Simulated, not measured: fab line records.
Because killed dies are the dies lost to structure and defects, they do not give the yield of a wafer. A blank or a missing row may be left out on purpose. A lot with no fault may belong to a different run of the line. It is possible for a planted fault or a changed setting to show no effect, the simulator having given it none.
Matching of chambers | flow n5-finfet | N5_BEOL_M13_ETCH_59 on rie-diel-06 has 4 sister chambers
The step etches BARC in N2/H2, target depth 89 nm, overetch 26.7 nm, time 67.9 s. 20 wafers are shown with their chamber, then 10 later ones without.

WAFERS, EACH WITH ITS CHAMBER
wafer  | chamber | throttle-valve-pct (%) | showerhead-plenum-p-Torr (Torr) | oes-product-au (a.u.)
L077.1 | 3       | 18.35                  | 2.47                            | 0.69
L077.3 | 1       | 17.75                  | 2.70                            | 0.80
L077.6 | 1       | 17.74                  | 2.70                            | 0.81
L079.1 | 3       | 18.38                  | 2.46                            | 0.69
L079.2 | 2       | 17.72                  | 2.65                            | 0.63
L079.3 | 0       | 17.46                  | 2.58                            | 0.71
L079.4 | 1       | 17.73                  | 2.70                            | 0.79
L079.5 | 0       | 17.44                  | 2.58                            | 0.71
L079.6 | 3       | 18.37                  | 2.46                            | 0.69
L078.3 | 3       | 18.35                  | 2.46                            | 0.69
L078.4 | 0       | 17.46                  | 2.58                            | 0.72
L078.5 | 3       | 18.37                  | 2.46                            | 0.69
L074.1 | 1       | 17.75                  | 2.69                            | 0.79
L074.5 | 3       | 18.36                  | 2.46                            | 0.69
L074.6 | 2       | 17.72                  | 2.64                            | 0.62
L083.1 | 2       | 17.72                  | 2.64                            | 0.62
L083.2 | 0       | 17.47                  | 2.57                            | 0.71
L083.4 | 1       | 17.75                  | 2.69                            | 0.79
L088.2 | 2       | 17.74                  | 2.64                            | 0.61
L088.3 | 0       | 17.48                  | 2.57                            | 0.69

SIGNATURES (means of the wafers above)
reading                  | chamber 0 | chamber 1 | chamber 2 | chamber 3 | scatter within a chamber
throttle-valve-pct       | 17.4620   | 17.7440   | 17.7250   | 18.3633   | 0.0118
showerhead-plenum-p-Torr | 2.5760    | 2.6960    | 2.6425    | 2.4617    | 0.00499
oes-product-au           | 0.7080    | 0.7960    | 0.6200    | 0.6900    | 0.00791
Rule: a wafer lies at a distance from a chamber equal to the root of the sum of squares, over the readings, of (its reading less the chamber's mean, divided by the reading's scatter). If the next closest chamber is less than 2 further off than the closest, the wafer can't be placed; otherwise it belongs to the closest. The scatter: the root of (the sum of the squares of (reading less its chamber's mean) over the shown wafers, divided by (wafers less chambers)).

WAFERS WHOSE CHAMBER IS MISSING
wafer  | throttle-valve-pct (%) | showerhead-plenum-p-Torr (Torr) | oes-product-au (a.u.)
L088.5 | 18.39                  | 2.46                            | 0.68
L090.1 | 17.49                  | 2.57                            | 0.70
L090.4 | 18.40                  | 2.45                            | 0.67
L090.5 | 18.42                  | 2.45                            | 0.68
L092.3 | 17.79                  | 2.68                            | 0.76
L092.4 | 17.50                  | 2.57                            | 0.69
L092.6 | 17.74                  | 2.64                            | 0.61
L095.2 | 17.80                  | 2.68                            | 0.75
L095.3 | 17.52                  | 2.56                            | 0.69
L095.4 | 17.75                  | 2.63                            | 0.60

WHICH CHAMBER EACH ONE RAN IN
wafer  | from the rows above | in truth
L088.5 | 3                   | 3
L090.1 | 0                   | 0
L090.4 | 3                   | 3
L090.5 | 3                   | 3
L092.3 | 1                   | 1
L092.4 | 0                   | 0
L092.6 | 2                   | 2
L095.2 | 1                   | 1
L095.3 | 0                   | 0
L095.4 | 2                   | 2
10 of 10 placed correctly. Not placeable from these rows: 0. Number placed wrongly: 0.
